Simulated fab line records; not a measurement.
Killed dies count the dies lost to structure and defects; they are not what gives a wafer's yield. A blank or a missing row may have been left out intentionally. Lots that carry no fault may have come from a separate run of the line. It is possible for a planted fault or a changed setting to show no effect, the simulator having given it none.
What tool caused it? :: flow n5Finfet :: 24 lots, 72 wafers sampled, at 6 steps of a route of 1938

## WHAT THE GAUGES SHOWED, per wafer
N5_BEOL_M3_THK_MEAS_53: measures by xrf. Usual: M3_THK typically reads 40.9 nm, with standard deviation 1.4.
lot: L074
measured: day 7 13:33
on: filmMetro-02
M3_THK (nm): 39.3 40.9 38.9
flag: 

lot: L076
measured: day 7 20:44
on: filmMetro-02
M3_THK (nm): 41.3 40.0 43.3
flag: 

lot: L075
measured: day 7 22:22
on: filmMetro-01
M3_THK (nm): 42.8 41.6 43.2
flag: 

lot: L077
measured: day 8 03:01
on: filmMetro-02
M3_THK (nm): 39.0 41.1 38.8
flag: 

lot: L078
measured: day 8 04:52
on: filmMetro-01
M3_THK (nm): 41.4 39.2 39.4
flag: 

lot: L079
measured: day 8 15:16
on: filmMetro-02
M3_THK (nm): 39.6 42.2 41.5
flag: 

lot: L080
measured: day 9 02:14
on: filmMetro-01
M3_THK (nm): 39.9 40.5 42.3
flag: 

lot: L081
measured: day 9 03:13
on: filmMetro-01
M3_THK (nm): 38.0 38.5 38.8
flag: 

lot: L082
measured: day 9 13:52
on: filmMetro-02
M3_THK (nm): 39.6 41.2 41.9
flag: 

lot: L083
measured: day 9 20:28
on: filmMetro-02
M3_THK (nm): 39.7 39.4 42.1
flag: 

lot: L084
measured: day 10 00:25
on: filmMetro-01
M3_THK (nm): 39.6 41.2 41.9
flag: 

lot: L086
measured: day 10 10:30
on: filmMetro-02
M3_THK (nm): 41.5 42.2 41.2
flag: 

lot: L085
measured: day 10 10:34
on: filmMetro-01
M3_THK (nm): 40.6 38.7 40.1
flag: 

lot: L087
measured: day 10 13:47
on: filmMetro-01
M3_THK (nm): 42.2 40.4 41.6
flag: 

lot: L088
measured: day 10 16:53
on: filmMetro-02
M3_THK (nm): 41.4 41.9 45.1
flag: 

lot: L089
measured: day 11 00:39
on: filmMetro-02
M3_THK (nm): 41.7 43.1 41.9
flag: 

lot: L091
measured: day 11 13:52
on: filmMetro-02
M3_THK (nm): 39.7 42.8 41.8
flag: 

lot: L090
measured: day 11 22:37
on: filmMetro-01
M3_THK (nm): 39.6 38.9 39.9
flag: 

lot: L092
measured: day 12 06:34
on: filmMetro-01
M3_THK (nm): 40.6 38.4 39.5
flag: 

lot: L093
measured: day 12 07:20
on: filmMetro-01
M3_THK (nm): 41.9 39.2 41.8
flag: 

lot: L094
measured: day 12 10:34
on: filmMetro-01
M3_THK (nm): 41.0 42.4 42.3
flag: 

lot: L095
measured: day 12 20:23
on: filmMetro-02
M3_THK (nm): 38.3 41.2 40.9
flag: 

lot: L096
measured: day 12 23:07
on: filmMetro-01
M3_THK (nm): 41.8 41.1 43.4
flag: 

lot: L097
measured: day 13 07:35
on: filmMetro-02
M3_THK (nm): 39.9 40.4 40.8
flag: 

N5_BEOL_M3_RS_MEAS_58: measurement is done with a four-point probe. Usual: M3_RS typically reads 0.67 ohm/sq, with standard deviation 0.031.
lot: L074
measured: day 7 13:49
on: filmMetro-02
M3_RS (ohm/sq): 0.70 0.66 0.70
flag: 

lot: L076
measured: day 7 21:04
on: filmMetro-01
M3_RS (ohm/sq): 0.65 0.67 0.61
flag: 

lot: L075
measured: day 7 22:37
on: filmMetro-01
M3_RS (ohm/sq): 0.64 0.65 0.62
flag: 

lot: L077
measured: day 8 03:16
on: filmMetro-02
M3_RS (ohm/sq): 0.71 0.67 0.71
flag: 

lot: L078
measured: day 8 05:07
on: filmMetro-01
M3_RS (ohm/sq): 0.67 0.72 0.71
flag: 

lot: L079
measured: day 8 15:32
on: filmMetro-01
M3_RS (ohm/sq): 0.69 0.63 0.65
flag: 

lot: L080
measured: day 9 02:29
on: filmMetro-02
M3_RS (ohm/sq): 0.68 0.67 0.64
flag: 

lot: L081
measured: day 9 03:28
on: filmMetro-01
M3_RS (ohm/sq): 0.73 0.72 0.71
flag: 

lot: L082
measured: day 9 14:09
on: filmMetro-01
M3_RS (ohm/sq): 0.70 0.66 0.65
flag: 

lot: L083
measured: day 9 20:44
on: filmMetro-02
M3_RS (ohm/sq): 0.68 0.69 0.63
flag: 

lot: L084
measured: day 10 00:41
on: filmMetro-01
M3_RS (ohm/sq): 0.69 0.66 0.64
flag: 

lot: L086
measured: day 10 10:49
on: filmMetro-01
M3_RS (ohm/sq): 0.67 0.65 0.67
flag: 

lot: L085
measured: day 10 10:57
on: filmMetro-01
M3_RS (ohm/sq): 0.67 0.71 0.68
flag: 

lot: L087
measured: day 10 14:13
on: filmMetro-01
M3_RS (ohm/sq): 0.64 0.67 0.65
flag: 

lot: L088
measured: day 10 17:08
on: filmMetro-01
M3_RS (ohm/sq): 0.65 0.65 0.58
flag: 

lot: L089
measured: day 11 00:55
on: filmMetro-02
M3_RS (ohm/sq): 0.64 0.62 0.64
flag: 

lot: L091
measured: day 11 14:07
on: filmMetro-01
M3_RS (ohm/sq): 0.68 0.62 0.64
flag: 

lot: L090
measured: day 11 22:52
on: filmMetro-01
M3_RS (ohm/sq): 0.70 0.71 0.68
flag: 

lot: L092
measured: day 12 06:50
on: filmMetro-01
M3_RS (ohm/sq): 0.67 0.72 0.69
flag: 

lot: L093
measured: day 12 07:35
on: filmMetro-01
M3_RS (ohm/sq): 0.65 0.71 0.66
flag: 

lot: L094
measured: day 12 10:49
on: filmMetro-02
M3_RS (ohm/sq): 0.66 0.63 0.63
flag: 

lot: L095
measured: day 12 20:51
on: filmMetro-02
M3_RS (ohm/sq): 0.72 0.66 0.66
flag: 

lot: L096
measured: day 12 23:23
on: filmMetro-01
M3_RS (ohm/sq): 0.65 0.66 0.62
flag: 

lot: L097
measured: day 13 07:50
on: filmMetro-01
M3_RS (ohm/sq): 0.69 0.68 0.67
flag: 

N5_BEOL_M4_INSPECT_59: inspects for defects (darkfield). Usual: rawDefectCount at 67, with a standard deviation of 20.
lot: L074
measured: day 7 23:50
on: defectInspect-01
rawDefectCount: 67 68 66
flag: 

lot: L076
measured: day 8 10:43
on: defectInspect-01
rawDefectCount: 76 74 111
flag: 

lot: L075
measured: day 8 08:27
on: defectInspect-02
rawDefectCount: 87 69 129
flag: 

lot: L077
measured: day 8 18:26
on: defectInspect-01
rawDefectCount: 55 55 71
flag: 

lot: L078
measured: day 8 18:58
on: defectInspect-01
rawDefectCount: 84 33 64
flag: 

lot: L079
measured: day 8 22:35
on: defectInspect-01
rawDefectCount: 45 78 37
flag: 

lot: L080
measured: day 9 15:40
on: defectInspect-02
rawDefectCount: 83 70 67
flag: 

lot: L081
measured: day 9 16:13
on: defectInspect-01
rawDefectCount: 50 31 55
flag: 

lot: L082
measured: day 9 22:37
on: defectInspect-01
rawDefectCount: 63 62 67
flag: 

lot: L083
measured: day 10 08:17
on: defectInspect-01
rawDefectCount: 58 52 76
flag: 

lot: L084
measured: day 10 14:40
on: defectInspect-02
rawDefectCount: 48 68 57
flag: 

lot: L086
measured: day 10 20:38
on: defectInspect-02
rawDefectCount: 116 68 99
flag: 

lot: L085
measured: day 10 20:57
on: defectInspect-02
rawDefectCount: 50 50 85
flag: 

lot: L087
measured: day 11 04:10
on: defectInspect-01
rawDefectCount: 77 57 58
flag: 

lot: L088
measured: day 11 04:28
on: defectInspect-02
rawDefectCount: 96 83 52
flag: 

lot: L089
measured: day 11 13:07
on: defectInspect-02
rawDefectCount: 73 61 63
flag: 

lot: L091
measured: day 12 04:38
on: defectInspect-02
rawDefectCount: 73 85 48
flag: 

lot: L090
measured: day 12 09:44
on: defectInspect-01
rawDefectCount: 61 101 70
flag: 

lot: L092
measured: day 12 13:56
on: defectInspect-02
rawDefectCount: 45 63 58
flag: 

lot: L093
measured: day 12 16:24
on: defectInspect-02
rawDefectCount: 64 44 93
flag: 

lot: L094
measured: day 12 19:56
on: defectInspect-01
rawDefectCount: 66 56 81
flag: 

lot: L095
measured: day 13 15:47
on: defectInspect-01
rawDefectCount: 53 54 64
flag: 

lot: L096
measured: day 13 09:14
on: defectInspect-02
rawDefectCount: 95 94 58
flag: 

lot: L097
measured: day 13 20:14
on: defectInspect-02
rawDefectCount: 43 67 65
flag: 

## WHICH TOOL RAN EACH LOT (tool, then ch and the chambers of the sampled wafers, then the start)
lot: L074
N5_BEOL_M3_CO_CAP_55: cvdCo-02 ch 0,1,2, day 7 13:38
N5_BEOL_M4_SPUTTER_92: pvdSputter-02, day 7 22:17
N5_BEOL_M4_SPUTTER_96: pvdSputter-02, day 7 22:44

lot: L076
N5_BEOL_M3_CO_CAP_55: cvdCo-02 ch 1,2, day 7 20:52
N5_BEOL_M4_SPUTTER_92: pvdSputter-02, day 8 09:10
N5_BEOL_M4_SPUTTER_96: pvdSputter-02, day 8 09:37

lot: L075
N5_BEOL_M3_CO_CAP_55: cvdCo-01 ch 0,1, day 7 22:26
N5_BEOL_M4_SPUTTER_92: pvdSputter-03, day 8 06:55
N5_BEOL_M4_SPUTTER_96: pvdSputter-03, day 8 07:22

lot: L077
N5_BEOL_M3_CO_CAP_55: cvdCo-01 ch 0,1,2, day 8 03:05
N5_BEOL_M4_SPUTTER_92: pvdSputter-03, day 8 16:54
N5_BEOL_M4_SPUTTER_96: pvdSputter-03, day 8 17:20

lot: L078
N5_BEOL_M3_CO_CAP_55: cvdCo-02 ch 0,1,2, day 8 04:56
N5_BEOL_M4_SPUTTER_92: pvdSputter-02, day 8 17:18
N5_BEOL_M4_SPUTTER_96: pvdSputter-02, day 8 17:44

lot: L079
N5_BEOL_M3_CO_CAP_55: cvdCo-01 ch 0,1,2, day 8 15:21
N5_BEOL_M4_SPUTTER_92: pvdSputter-01, day 8 21:03
N5_BEOL_M4_SPUTTER_96: pvdSputter-01, day 8 21:29

lot: L080
N5_BEOL_M3_CO_CAP_55: cvdCo-01 ch 0,2, day 9 02:19
N5_BEOL_M4_SPUTTER_92: pvdSputter-03, day 9 14:04
N5_BEOL_M4_SPUTTER_96: pvdSputter-03, day 9 14:31

lot: L081
N5_BEOL_M3_CO_CAP_55: cvdCo-02 ch 1,2, day 9 03:17
N5_BEOL_M4_SPUTTER_92: pvdSputter-01, day 9 14:39
N5_BEOL_M4_SPUTTER_96: pvdSputter-01, day 9 15:05

lot: L082
N5_BEOL_M3_CO_CAP_55: cvdCo-02 ch 0,2, day 9 13:56
N5_BEOL_M4_SPUTTER_92: pvdSputter-02, day 9 21:05
N5_BEOL_M4_SPUTTER_96: pvdSputter-02, day 9 21:31

lot: L083
N5_BEOL_M3_CO_CAP_55: cvdCo-01 ch 1,2, day 9 20:33
N5_BEOL_M4_SPUTTER_92: pvdSputter-01, day 10 06:40
N5_BEOL_M4_SPUTTER_96: pvdSputter-01, day 10 07:06

lot: L084
N5_BEOL_M3_CO_CAP_55: cvdCo-01 ch 1,2, day 10 00:30
N5_BEOL_M4_SPUTTER_92: pvdSputter-03, day 10 12:52
N5_BEOL_M4_SPUTTER_96: pvdSputter-03, day 10 13:19

lot: L086
N5_BEOL_M3_CO_CAP_55: cvdCo-02 ch 0,1, day 10 10:35
N5_BEOL_M4_SPUTTER_92: pvdSputter-03, day 10 19:07
N5_BEOL_M4_SPUTTER_96: pvdSputter-03, day 10 19:34

lot: L085
N5_BEOL_M3_CO_CAP_55: cvdCo-01 ch 0,2, day 10 10:46
N5_BEOL_M4_SPUTTER_92: pvdSputter-01, day 10 19:26
N5_BEOL_M4_SPUTTER_96: pvdSputter-01, day 10 19:53

lot: L087
N5_BEOL_M3_CO_CAP_55: cvdCo-02 ch 0,1, day 10 14:01
N5_BEOL_M4_SPUTTER_92: pvdSputter-02, day 11 02:40
N5_BEOL_M4_SPUTTER_96: pvdSputter-02, day 11 03:06

lot: L088
N5_BEOL_M3_CO_CAP_55: cvdCo-01 ch 0,1,2, day 10 16:58
N5_BEOL_M4_SPUTTER_92: pvdSputter-01, day 11 02:57
N5_BEOL_M4_SPUTTER_96: pvdSputter-01, day 11 03:23

lot: L089
N5_BEOL_M3_CO_CAP_55: cvdCo-01 ch 0,1,2, day 11 00:43
N5_BEOL_M4_SPUTTER_92: pvdSputter-01, day 11 11:33
N5_BEOL_M4_SPUTTER_96: pvdSputter-01, day 11 11:59

lot: L091
N5_BEOL_M3_CO_CAP_55: cvdCo-02 ch 0,2, day 11 13:56
N5_BEOL_M4_SPUTTER_92: pvdSputter-03, day 12 03:07
N5_BEOL_M4_SPUTTER_96: pvdSputter-03, day 12 03:34

lot: L090
N5_BEOL_M3_CO_CAP_55: cvdCo-01 ch 0,1,2, day 11 22:41
N5_BEOL_M4_SPUTTER_92: pvdSputter-01, day 12 08:13
N5_BEOL_M4_SPUTTER_96: pvdSputter-01, day 12 08:40

lot: L092
N5_BEOL_M3_CO_CAP_55: cvdCo-01 ch 0,1,2, day 12 06:39
N5_BEOL_M4_SPUTTER_92: pvdSputter-01, day 12 12:23
N5_BEOL_M4_SPUTTER_96: pvdSputter-01, day 12 12:49

lot: L093
N5_BEOL_M3_CO_CAP_55: cvdCo-01 ch 1,2, day 12 07:25
N5_BEOL_M4_SPUTTER_92: pvdSputter-01, day 12 14:50
N5_BEOL_M4_SPUTTER_96: pvdSputter-01, day 12 15:17

lot: L094
N5_BEOL_M3_CO_CAP_55: cvdCo-01 ch 1,2, day 12 10:38
N5_BEOL_M4_SPUTTER_92: pvdSputter-02, day 12 18:24
N5_BEOL_M4_SPUTTER_96: pvdSputter-02, day 12 18:50

lot: L095
N5_BEOL_M3_CO_CAP_55: cvdCo-01 ch 0,1,2, day 12 20:40
N5_BEOL_M4_SPUTTER_92: pvdSputter-01, day 13 13:58
N5_BEOL_M4_SPUTTER_96: pvdSputter-01, day 13 14:25

lot: L096
N5_BEOL_M3_CO_CAP_55: cvdCo-01 ch 0,2, day 12 23:12
N5_BEOL_M4_SPUTTER_92: pvdSputter-02, day 13 07:41
N5_BEOL_M4_SPUTTER_96: pvdSputter-02, day 13 08:08

lot: L097
N5_BEOL_M3_CO_CAP_55: cvdCo-01 ch 0,1,2, day 13 07:40
N5_BEOL_M4_SPUTTER_92: pvdSputter-01, day 13 18:41
N5_BEOL_M4_SPUTTER_96: pvdSputter-01, day 13 19:08
- N5_BEOL_M3_CO_CAP_55: material Co, precursor CCTBA/H2, target thk 2 nm, time 102.1 s.
- N5_BEOL_M4_SPUTTER_92: material Cu, target thk 4.5 nm, time 8.29 s.
- N5_BEOL_M4_SPUTTER_96: material Cu, target thk 4.5 nm, time 8.29 s.

## WHAT THE TOOLS THEMSELVES READ (means of the sampled wafers that have a number; where no wafer has one, the mark that the record gives instead)
N5_BEOL_M3_CO_CAP_55. Usual: heaterPowerOuterW 123 W, standard deviation 7.1; heaterPowerW 233 W, standard deviation 22.
lot: L074
tool: cvdCo-02
heaterPowerOuterW (W): 118
heaterPowerW (W): 222
flag: 

lot: L076
tool: cvdCo-02
heaterPowerOuterW (W): 113
heaterPowerW (W): 225
flag: 

lot: L075
tool: cvdCo-01
heaterPowerOuterW (W): 124
heaterPowerW (W): 241
flag: 

lot: L077
tool: cvdCo-01
heaterPowerOuterW (W): 126
heaterPowerW (W): 242
flag: 

lot: L078
tool: cvdCo-02
heaterPowerOuterW (W): 116
heaterPowerW (W): 218
flag: 

lot: L079
tool: cvdCo-01
heaterPowerOuterW (W): 125
heaterPowerW (W): 235
flag: 

lot: L080
tool: cvdCo-01
heaterPowerOuterW (W): 122
heaterPowerW (W): 218
flag: 

lot: L081
tool: cvdCo-02
heaterPowerOuterW (W): 112
heaterPowerW (W): 215
flag: 

lot: L082
tool: cvdCo-02
heaterPowerOuterW (W): 123
heaterPowerW (W): 224
flag: 

lot: L083
tool: cvdCo-01
heaterPowerOuterW (W): 128
heaterPowerW (W): 257
flag: 

lot: L084
tool: cvdCo-01
heaterPowerOuterW (W): 124
heaterPowerW (W): 238
flag: 

lot: L086
tool: cvdCo-02
heaterPowerOuterW (W): 119
heaterPowerW (W): 217
flag: 

lot: L085
tool: cvdCo-01
heaterPowerOuterW (W): 123
heaterPowerW (W): 221
flag: 

lot: L087
tool: cvdCo-02
heaterPowerOuterW (W): 114
heaterPowerW (W): 215
flag: 

lot: L088
tool: cvdCo-01
heaterPowerOuterW (W): 125
heaterPowerW (W): 237
flag: 

lot: L089
tool: cvdCo-01
heaterPowerOuterW (W): 126
heaterPowerW (W): 243
flag: 

lot: L091
tool: cvdCo-02
heaterPowerOuterW (W): 123
heaterPowerW (W): 228
flag: 

lot: L090
tool: cvdCo-01
heaterPowerOuterW (W): 126
heaterPowerW (W): 245
flag: 

lot: L092
tool: cvdCo-01
heaterPowerOuterW (W): 125
heaterPowerW (W): 237
flag: 

lot: L093
tool: cvdCo-01
heaterPowerOuterW (W): 128
heaterPowerW (W): 241
flag: 

lot: L094
tool: cvdCo-01
heaterPowerOuterW (W): 129
heaterPowerW (W): 252
flag: 

lot: L095
tool: cvdCo-01
heaterPowerOuterW (W): 125
heaterPowerW (W): 237
flag: 

lot: L096
tool: cvdCo-01
heaterPowerOuterW (W): 125
heaterPowerW (W): 225
flag: 

lot: L097
tool: cvdCo-01
heaterPowerOuterW (W): 126
heaterPowerW (W): 238
flag: 

N5_BEOL_M4_SPUTTER_92. Usual: throttleValvePct at 29.9 %, with a standard deviation of 0.98.
lot: L074
tool: pvdSputter-02
throttleValvePct (%): 29.4
flag: 

lot: L076
tool: pvdSputter-02
throttleValvePct (%): 30.4
flag: 

lot: L075
tool: pvdSputter-03
throttleValvePct (%): 29.4
flag: 

lot: L077
tool: pvdSputter-03
throttleValvePct (%): 29.5
flag: 

lot: L078
tool: pvdSputter-02
throttleValvePct (%): 30.4
flag: 

lot: L079
tool: pvdSputter-01
throttleValvePct (%): 30.3
flag: 

lot: L080
tool: pvdSputter-03
throttleValvePct (%): 29.8
flag: 

lot: L081
tool: pvdSputter-01
throttleValvePct (%): 30.5
flag: 

lot: L082
tool: pvdSputter-02
throttleValvePct (%): 31.1
flag: 

lot: L083
tool: pvdSputter-01
throttleValvePct (%): 30.6
flag: 

lot: L084
tool: pvdSputter-03
throttleValvePct (%): 28.3
flag: 

lot: L086
tool: pvdSputter-03
throttleValvePct (%): 28.9
flag: 

lot: L085
tool: pvdSputter-01
throttleValvePct (%): 29.6
flag: 

lot: L087
tool: pvdSputter-02
throttleValvePct (%): 28.9
flag: 

lot: L088
tool: pvdSputter-01
throttleValvePct (%): 30.0
flag: 

lot: L089
tool: pvdSputter-01
throttleValvePct (%): 30.5
flag: 

lot: L091
tool: pvdSputter-03
throttleValvePct (%): 29.8
flag: 

lot: L090
tool: pvdSputter-01
throttleValvePct (%): 30.0
flag: 

lot: L092
tool: pvdSputter-01
throttleValvePct (%): 30.3
flag: 

lot: L093
tool: pvdSputter-01
throttleValvePct (%): 30.3
flag: 

lot: L094
tool: pvdSputter-02
throttleValvePct (%): 29.3
flag: 

lot: L095
tool: pvdSputter-01
throttleValvePct (%): 30.2
flag: 

lot: L096
tool: pvdSputter-02
throttleValvePct (%): 30.4
flag: 

lot: L097
tool: pvdSputter-01
throttleValvePct (%): 30.0
flag: 

N5_BEOL_M4_SPUTTER_96. Usual: throttleValvePct at 30.0 %, with a standard deviation of 1.
lot: L074
tool: pvdSputter-02
throttleValvePct (%): 29.4
flag: 

lot: L076
tool: pvdSputter-02
throttleValvePct (%): 30.3
flag: 

lot: L075
tool: pvdSputter-03
throttleValvePct (%): 29.2
flag: 

lot: L077
tool: pvdSputter-03
throttleValvePct (%): 29.4
flag: 

lot: L078
tool: pvdSputter-02
throttleValvePct (%): 30.3
flag: 

lot: L079
tool: pvdSputter-01
throttleValvePct (%): 30.2
flag: 

lot: L080
tool: pvdSputter-03
throttleValvePct (%): 29.7
flag: 

lot: L081
tool: pvdSputter-01
throttleValvePct (%): 30.3
flag: 

lot: L082
tool: pvdSputter-02
throttleValvePct (%): 31.3
flag: 

lot: L083
tool: pvdSputter-01
throttleValvePct (%): 30.8
flag: 

lot: L084
tool: pvdSputter-03
throttleValvePct (%): 28.6
flag: 

lot: L086
tool: pvdSputter-03
throttleValvePct (%): 29.0
flag: 

lot: L085
tool: pvdSputter-01
throttleValvePct (%): 29.9
flag: 

lot: L087
tool: pvdSputter-02
throttleValvePct (%): 28.8
flag: 

lot: L088
tool: pvdSputter-01
throttleValvePct (%): 30.0
flag: 

lot: L089
tool: pvdSputter-01
throttleValvePct (%): 30.6
flag: 

lot: L091
tool: pvdSputter-03
throttleValvePct (%): 29.8
flag: 

lot: L090
tool: pvdSputter-01
throttleValvePct (%): 29.9
flag: 

lot: L092
tool: pvdSputter-01
throttleValvePct (%): 30.2
flag: 

lot: L093
tool: pvdSputter-01
throttleValvePct (%): 30.5
flag: 

lot: L094
tool: pvdSputter-02
throttleValvePct (%): 29.3
flag: 

lot: L095
tool: pvdSputter-01
throttleValvePct (%): 30.3
flag: 

lot: L096
tool: pvdSputter-02
throttleValvePct (%): 30.4
flag: 

lot: L097
tool: pvdSputter-01
throttleValvePct (%): 30.0
flag: 

## THE ANSWER, worked out from the rows above alone
Rule: a lot counts as off when the mean over its wafers that have a number is more than 3 standard deviations away from the usual mean. Also off: a lot with no number at a reading for which 4 or more lots have one. The other lots that the step has rows for count as sound. The gauges are gone through in route order, then the tools' own readings, and for those a lot's mean is taken as printed above. At the first step where some lot is off, the reading lying furthest off is the one used; lots without a number count as furthest.
Across all readings shown, no lot is off: no conclusion can be drawn from this.

## WHAT THE SIMULATOR PUT IN
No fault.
